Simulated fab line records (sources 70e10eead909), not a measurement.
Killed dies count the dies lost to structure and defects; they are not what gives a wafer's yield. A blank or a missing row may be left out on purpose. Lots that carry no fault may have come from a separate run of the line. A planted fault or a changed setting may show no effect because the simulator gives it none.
Which tool did it? | flow nand_harc | 12 lots, 36 wafers sampled, at 4 steps of a route of 1302

== WHAT EACH GAUGE READ, for each wafer ==
NHARC_P_CONTACT_INSPECT_27.
lot  | measured     | on                | raw_defect_count
L790 | day 6 01:40  | defect_inspect-01 | 368 162 322
L791 | day 6 11:33  | defect_inspect-01 | 322 321 234
L792 | day 6 19:34  | defect_inspect-02 | 265 421 287
L793 | day 7 04:30  | defect_inspect-01 | 455 194 405
L795 | day 7 21:00  | defect_inspect-01 | 315 182 154
L794 | day 7 21:35  | defect_inspect-02 | 567 379 436
L796 | day 8 12:22  | defect_inspect-02 | 350 441 658
L797 | day 9 00:59  | defect_inspect-01 | 158 182 181
L798 | day 9 12:19  | defect_inspect-02 | 331 262 275
L804 | day 12 04:15 | defect_inspect-02 | 189 213 462
L812 | day 15 12:56 | defect_inspect-02 | 319 403 460
L813 | day 15 21:11 | defect_inspect-01 | 201 176 315

NHARC_P_M0_OVL_MEAS_10: pitch 180 nm.
lot  | measured     | on         | overlay_x_nm (nm) | overlay_y_nm (nm)
L790 | day 6 02:32  | overlay-01 | 0.5 0.5 0.6       | 1.4 1.6 1.3
L791 | day 6 12:41  | overlay-02 | -0.5 -0.7 -0.5    | 0.4 -0.2 -0.1
L792 | day 6 20:27  | overlay-01 | -0.6 -0.5 -0.3    | 2.2 1.5 1.8
L793 | day 7 05:30  | overlay-02 | -0.1 0.0 0.3      | 1.0 0.9 1.1
L795 | day 7 21:52  | overlay-01 | 0.3 0.3 0.3       | 0.3 0.3 0.7
L794 | day 7 22:34  | overlay-02 | -1.1 -0.6 -0.8    | -0.3 -0.9 -0.6
L796 | day 8 13:14  | overlay-02 | 0.6 1.0 0.9       | -2.0 -1.1 -1.6
L797 | day 9 01:58  | overlay-02 | -0.4 0.2 -0.5     | 0.8 0.5 0.5
L798 | day 9 13:19  | overlay-01 | 0.0 0.1 -0.3      | 0.5 0.7 0.6
L804 | day 12 05:07 | overlay-02 | -0.8              | 0.0
L812 | day 15 13:56 | overlay-01 | -0.3 -0.5 -0.3    | 0.8 1.0 1.3
L813 | day 15 22:10 | overlay-01 | -0.6 -1.2 -1.5    | 1.9 2.1 1.9

== EACH LOT AND THE TOOL THAT RAN IT (in order: tool; ch and the chambers of the sampled wafers; start) ==
lot  | NHARC_P_CONTACT_CMP_01        | NHARC_P_CONTACT_ALD_22
L790 | cmp-03 ch 2,3, day 5 21:41    | ald_metal-02 ch 0,1,2, day 6 00:27
L791 | cmp-02 ch 0,1,3, day 6 07:25  | ald_metal-01 ch 2,3, day 6 10:17
L792 | cmp-04 ch 2,3, day 6 15:28    | ald_metal-04 ch 0,1,3, day 6 18:22
L793 | cmp-02 ch 1,2,3, day 7 00:17  | ald_metal-01 ch 0,3, day 7 03:13
L795 | cmp-03 ch 0,1,3, day 7 16:54  | ald_metal-02 ch 0,3, day 7 19:46
L794 | cmp-02 ch 0,3, day 7 17:25    | ald_metal-04 ch 1,2,3, day 7 20:23
L796 | cmp-02 ch 0,2,3, day 8 08:22  | ald_metal-04 ch 0,1,3, day 8 11:06
L797 | cmp-02 ch 1,2,3, day 8 20:53  | ald_metal-01 ch 0,1, day 8 23:45
L798 | cmp-02 ch 1,2, day 9 08:13    | ald_metal-01 ch 0,1,3, day 9 11:06
L804 | cmp-04 ch 0,1,2, day 12 00:20 | ald_metal-02 ch 0,1, day 12 03:00
L812 | cmp-02 ch 1,3, day 14 22:50   | ald_metal-04 ch 1,3, day 15 11:41
L813 | cmp-02 ch 2,3, day 15 17:07   | ald_metal-04 ch 0,2,3, day 15 19:59
- NHARC_P_CONTACT_CMP_01: polishes SiO2, target thk 200 nm.
- NHARC_P_CONTACT_ALD_22: deposits TiN, target thk 3 nm, pulse time 1 s, ald cycles 150.

== WHAT THE TOOLS THEMSELVES READ (means of the sampled wafers that have a number; where no wafer has one, the mark that the record gives instead) ==
NHARC_P_CONTACT_CMP_01.
lot  | tool   | motor_current_A (A)
L790 | cmp-03 | 11.9
L791 | cmp-02 | 11.6
L792 | cmp-04 | 12.8
L793 | cmp-02 | 11.6
L795 | cmp-03 | 11.2
L794 | cmp-02 | 11.7
L796 | cmp-02 | 12.1
L797 | cmp-02 | 11.4
L798 | cmp-02 | 11.4
L804 | cmp-04 | 13.3
L812 | cmp-02 | 11.1
L813 | cmp-02 | 11.1

NHARC_P_CONTACT_ALD_22.
lot  | tool         | heater_power_w (W) | precursor_pulse_height_rel
L790 | ald_metal-02 | 1095               | 0.994
L791 | ald_metal-01 | 1130               | 1.010
L792 | ald_metal-04 | 1086               | 1.013
L793 | ald_metal-01 | 1170               | 0.987
L795 | ald_metal-02 | 928                | 1.004
L794 | ald_metal-04 | 1058               | 1.020
L796 | ald_metal-04 | 1085               | 1.013
L797 | ald_metal-01 | 1220               | 0.975
L798 | ald_metal-01 | 1177               | 0.989
L804 | ald_metal-02 | 1084               | 1.000
L812 | ald_metal-04 | 1083               | 0.978
L813 | ald_metal-04 | 1088               | 1.003

== THE ANSWER, worked out from the rows above alone ==
Rule: the lots themselves supply what counts as usual. The widest of any qualifying gaps counts: lots, ordered by their means at a reading, are off when they make up no more than a third of the lots, leave a main group of 4 or more, and stand apart from it by 3 or more times the standard deviation of that group's means. The tables above print the reading to a certain number of digits; a main group whose means all agree to those digits is not used. Also off: a lot with no number at a reading for which 4 or more lots have one. The other lots that the step has rows for count as sound. First the gauges in route order, then the tools' own readings, where a lot's mean is used as printed above. The first step at which some lot is off is used, and at that step the reading that is off furthest; a lot without a number counts as furthest.
None of the lots is off at any reading shown; this tells nothing.

== WHAT THE SIMULATOR PUT IN ==
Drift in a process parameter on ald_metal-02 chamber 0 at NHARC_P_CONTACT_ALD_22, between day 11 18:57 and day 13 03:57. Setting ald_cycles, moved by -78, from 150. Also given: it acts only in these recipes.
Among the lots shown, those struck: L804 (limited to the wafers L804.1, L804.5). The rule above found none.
